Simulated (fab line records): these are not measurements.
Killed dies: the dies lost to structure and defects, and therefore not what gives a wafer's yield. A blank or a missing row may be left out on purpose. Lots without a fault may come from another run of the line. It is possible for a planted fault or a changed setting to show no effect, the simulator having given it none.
8D (eight disciplines) problem report, filled in by code || flow n5-finfet || the parts of the form that need people (team, actions taken, sign-off) are left out

## 1. THE PROBLEM
Wafers without a fault read 1500.2 rpm, standard deviation 0.97; spin-speed-rpm at N5_BEOL_M11_COAT_64 reads a mean of 1301.9 rpm on 6 wafers belonging to 2 lots. That is -99 or more standard deviations from the usual mean.
The step: time 60 s, resist thk 30 nm.
Seen first at day 14 12:26 on litho-track-04, wafer L555.1. The record has a number at this step for 31 wafers belonging to 11 lots. By rule, "out" or "out of limits" means more than 4 standard deviations away from the usual mean. All remaining wafers that have a number are taken as sound.

## 2. WHAT IT IS AND WHAT IT IS NOT
{"question": "which readings at this step", "is": "spin-speed-rpm", "is not": "-"}
{"question": "which lots", "is": "L555, L556", "is not": "L541, L542, L544, L545, L546, L547, L551, L560, L561"}
{"question": "which wafers of those lots", "is": "all that have a number", "is not": "-"}
{"question": "read on which tools", "is": "litho-track-04", "is not": "litho-track-01, litho-track-05"}
{"question": "when", "is": "from day 14 12:26", "is not": "up to then (20 sound wafers); but 5 sound wafers of L560, L561 came after"}

## 3. THE SUSPECTS, EACH WITH WHAT RULES IT OUT
Counting: a tool at a process step up to the reading stays a suspect if it ran every lot that is out and no sound lot after the first of them.
- litho-track-04 at N5_BEOL_M11_COAT_64 (time 60 s, resist thk 30 nm): kept. All lots that are out passed through it, beginning with L555 at day 14 12:26, and no sound lot followed; its final sound lot before that point was L551 at day 13 08:14. On those wafers its own readings are out: spin-speed-rpm.
The count leaves litho-track-04 at N5_BEOL_M11_COAT_64.

## 4. THE CAUSE (what the simulator had put in)
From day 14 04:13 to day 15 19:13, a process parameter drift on litho-track-04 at N5_BEOL_M11_COAT_64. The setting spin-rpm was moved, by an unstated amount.
Counting left only this tool.

## 5. THE EFFECT CHAIN, in route order
Each row: a reading where the mean over the struck wafers with a number is more than 3 standard deviations away from the usual. Only readings for which the record gives a usual standard deviation are gone through. hours: the time from each lot's start at the first step in this table that gives one to its start at this step, as a median over the lots. sigmas: the change in usual standard deviations.
{"hours": 0, "step": "N5_BEOL_M11_COAT_64", "reading": "spin-speed-rpm", "usual": "1500.2 rpm", "on struck wafers": 1301.9, "change": -198.3, "sigmas": "-99 or more"}
The process steps in it:
- N5_BEOL_M11_COAT_64: time 60 s, resist thk 30 nm.
Later steps that measure or inspect, where all struck wafers having a row at the step show a number for every such reading and not one has moved that far: N5_BEOL_M11_CD_MEAS_28.

## 6. WHAT WOULD HAVE CAUGHT IT SOONER
First out-of-limits reading in this record: day 14 12:26, which is 8 hours after fault onset at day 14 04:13.
